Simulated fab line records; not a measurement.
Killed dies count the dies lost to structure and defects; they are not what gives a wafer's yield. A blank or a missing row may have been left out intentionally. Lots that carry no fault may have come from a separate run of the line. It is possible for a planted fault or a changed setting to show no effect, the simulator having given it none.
Which tool did it? ; flow nand-harc ; route of 1302 steps, sampled at 1 step: 6 lots, 18 wafers

== WHAT THE GAUGES SHOWED, per wafer ==
NHARC_A_SLIT_INSPECT_11.
lot;measured;on;raw-defect-count
L927;day 20 22:25;defect-inspect-02;107 114 126
L930;day 21 15:26;defect-inspect-01;75 76 66
L933;day 22 07:59;defect-inspect-02;119 109 126
L934;day 22 21:57;defect-inspect-01;73 66 70
L936;day 23 20:26;defect-inspect-01;41 36 29
L946;day 27 16:13;defect-inspect-02;76 79 60

== EACH LOT AND THE TOOL THAT RAN IT (in order: tool; ch and the chambers of the sampled wafers; start) ==
There is no process step in the record ahead of these readings.

== THE ANSWER, worked out from the rows above alone ==
Rule: what is usual is taken from the lots themselves. The widest of any qualifying gaps counts: lots, ordered by their means at a reading, are off when they make up no more than a third of the lots, leave a main group of 4 or more, and stand apart from it by 3 or more times the standard deviation of that group's means. A main group is skipped when, at the precision printed for the reading in the tables above, its means are all equal. Also off: a lot with no number at a reading for which 4 or more lots have one. All remaining lots with rows at the step are treated as sound.
Across all readings shown, no lot is off: no conclusion can be drawn from this.

== WHAT THE SIMULATOR HAD INSERTED ==
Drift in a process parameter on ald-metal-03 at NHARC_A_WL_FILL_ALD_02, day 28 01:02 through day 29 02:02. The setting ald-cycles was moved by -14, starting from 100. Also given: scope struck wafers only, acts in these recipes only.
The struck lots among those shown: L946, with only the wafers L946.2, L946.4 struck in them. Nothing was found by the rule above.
